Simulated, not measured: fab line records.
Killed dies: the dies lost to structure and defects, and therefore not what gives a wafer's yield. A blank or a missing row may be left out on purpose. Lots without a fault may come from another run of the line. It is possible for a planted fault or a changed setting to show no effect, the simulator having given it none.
Which tool is to blame? + flow n5_finfet + Sampling: 11 lots, 33 wafers, 3 of 1938 route steps

## WHAT EACH GAUGE READ, for each wafer
N5_BEOL_M15_INSPECT_30: inspects for defects (macro).
| lot  | measured     | on                | raw_defect_count |
|------|--------------|-------------------|------------------|
| L302 | day 13 04:01 | defect_inspect-01 | 6 0 5            |
| L303 | day 14 09:11 | defect_inspect-01 | 1 5 4            |
| L305 | day 14 23:14 | defect_inspect-01 | 5 1 4            |
| L306 | day 15 09:44 | defect_inspect-01 | 1 4 2            |
| L311 | day 15 21:30 | defect_inspect-01 | >300 261 282     |
| L314 | day 16 18:52 | defect_inspect-02 | 278 291 293      |
| L318 | day 17 21:05 | defect_inspect-01 | 1 2 1            |
| L319 | day 18 04:34 | defect_inspect-01 | 3 4 7            |
| L324 | day 19 10:06 | defect_inspect-02 | 1 2 0            |
| L322 | day 20 02:32 | defect_inspect-01 | 1 1 3            |
| L323 | day 20 06:26 | defect_inspect-01 | 2 0 2            |

## WHAT TOOL EACH LOT RAN ON (gives the tool, then ch and the chambers of the sampled wafers, and finally the start)
| lot  | N5_BEOL_M14_SPUTTER_45       | N5_BEOL_M15_ETCH_59                |
|------|------------------------------|------------------------------------|
| L302 | pvd_sputter-02, day 13 00:05 | rie_diel-03 ch 0,3, day 13 02:38   |
| L303 | pvd_sputter-01, day 14 05:45 | rie_diel-03 ch 1,2,3, day 14 07:46 |
| L305 | pvd_sputter-02, day 14 19:50 | rie_diel-01 ch 2,3, day 14 21:43   |
| L306 | pvd_sputter-02, day 15 06:14 | rie_diel-03 ch 0,1,3, day 15 08:09 |
| L311 | pvd_sputter-03, day 15 18:20 | rie_diel-03 ch 1,2,3, day 15 20:07 |
| L314 | pvd_sputter-01, day 16 15:25 | rie_diel-03 ch 1,2,3, day 16 17:21 |
| L318 | pvd_sputter-03, day 17 17:47 | rie_diel-06 ch 0,2,3, day 17 19:42 |
| L319 | pvd_sputter-03, day 18 01:15 | rie_diel-01 ch 0,1,3, day 18 03:10 |
| L324 | pvd_sputter-02, day 19 06:42 | rie_diel-03 ch 1,3, day 19 08:35   |
| L322 | pvd_sputter-02, day 19 23:07 | rie_diel-06 ch 0,3, day 20 01:01   |
| L323 | pvd_sputter-01, day 20 03:02 | rie_diel-06 ch 1,3, day 20 05:02   |
- N5_BEOL_M14_SPUTTER_45: material Cu, target thk 100 nm, time 16.67 s.
- N5_BEOL_M15_ETCH_59: etches BARC in N2/H2, target depth 89 nm, overetch 26.7 nm, time 67.9 s.

## THE ANSWER, worked out from the rows above alone
Rule: usual is defined by the lots themselves. Put in order of their means at a reading, lots are off if they are a third of the lots or fewer, leave a main group of 4 or more, and stand apart from it by a gap of 3 or more times the standard deviation of the main group's means; of several such gaps the widest counts. A main group is skipped when, at the precision printed for the reading in the tables above, its means are all equal. A lot without any number at a reading at which 4 lots or more have one is off too. Where the step has rows for the other lots, those lots are counted as sound.
Off at N5_BEOL_M15_INSPECT_30 (raw_defect_count): L311, L314. Main group: mean 2.5, sd 1.2.
If a tool, at a process step before that reading, ran all the lots that are off and no sound lot after the first of them, it fits. Those tools and the gauges at N5_BEOL_M15_INSPECT_30 are tried in the same way. None of those tried fits.

## WHAT HAD BEEN PUT IN BY THE SIMULATOR
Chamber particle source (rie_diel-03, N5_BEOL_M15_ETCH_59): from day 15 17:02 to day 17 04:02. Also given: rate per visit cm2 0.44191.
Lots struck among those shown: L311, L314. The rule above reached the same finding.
